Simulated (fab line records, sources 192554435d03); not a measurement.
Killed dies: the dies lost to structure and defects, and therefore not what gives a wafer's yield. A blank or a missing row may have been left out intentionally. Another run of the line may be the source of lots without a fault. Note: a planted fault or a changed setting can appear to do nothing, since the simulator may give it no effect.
What tool caused it? ; flow n5 finfet ; 17 wafers sampled from 6 lots at 1 step of a route of 1938

== WHAT THE GAUGES READ, wafer by wafer ==
N5_BEOL_M12_OVL_MEAS_11.
lot;measured;on;V11_OVL (nm)
L800;day 12 07:41;overlay-02;4 0 4
L808;day 13 04:44;overlay-02;8 8 12
L805;day 13 17:40;overlay-02;15 4 7
L812;day 14 11:27;overlay-02;8 5
L817;day 16 02:14;overlay-02;1 7 1
L822;day 17 13:52;overlay-02;-5 -4 -3

== WHICH TOOL RAN EACH LOT (tool, then ch and the chambers of the sampled wafers, then the start) ==
No process step before these readings appears in the record.

== THE ANSWER, worked out from the rows above alone ==
Rule: usual is defined by the lots themselves. Put in order of their means at a reading, lots are off if they are a third of the lots or fewer, leave a main group of 4 or more, and stand apart from it by a gap of 3 or more times the standard deviation of the main group's means; of several such gaps the widest counts. The tables above print the reading to a certain number of digits; a main group whose means all agree to those digits is not used. Also off: a lot with no number at a reading for which 4 or more lots have one. The other lots that the step has rows for count as sound.
No lot is off at any reading shown: from this, nothing can be told.

== WHAT THE SIMULATOR HAD INSERTED ==
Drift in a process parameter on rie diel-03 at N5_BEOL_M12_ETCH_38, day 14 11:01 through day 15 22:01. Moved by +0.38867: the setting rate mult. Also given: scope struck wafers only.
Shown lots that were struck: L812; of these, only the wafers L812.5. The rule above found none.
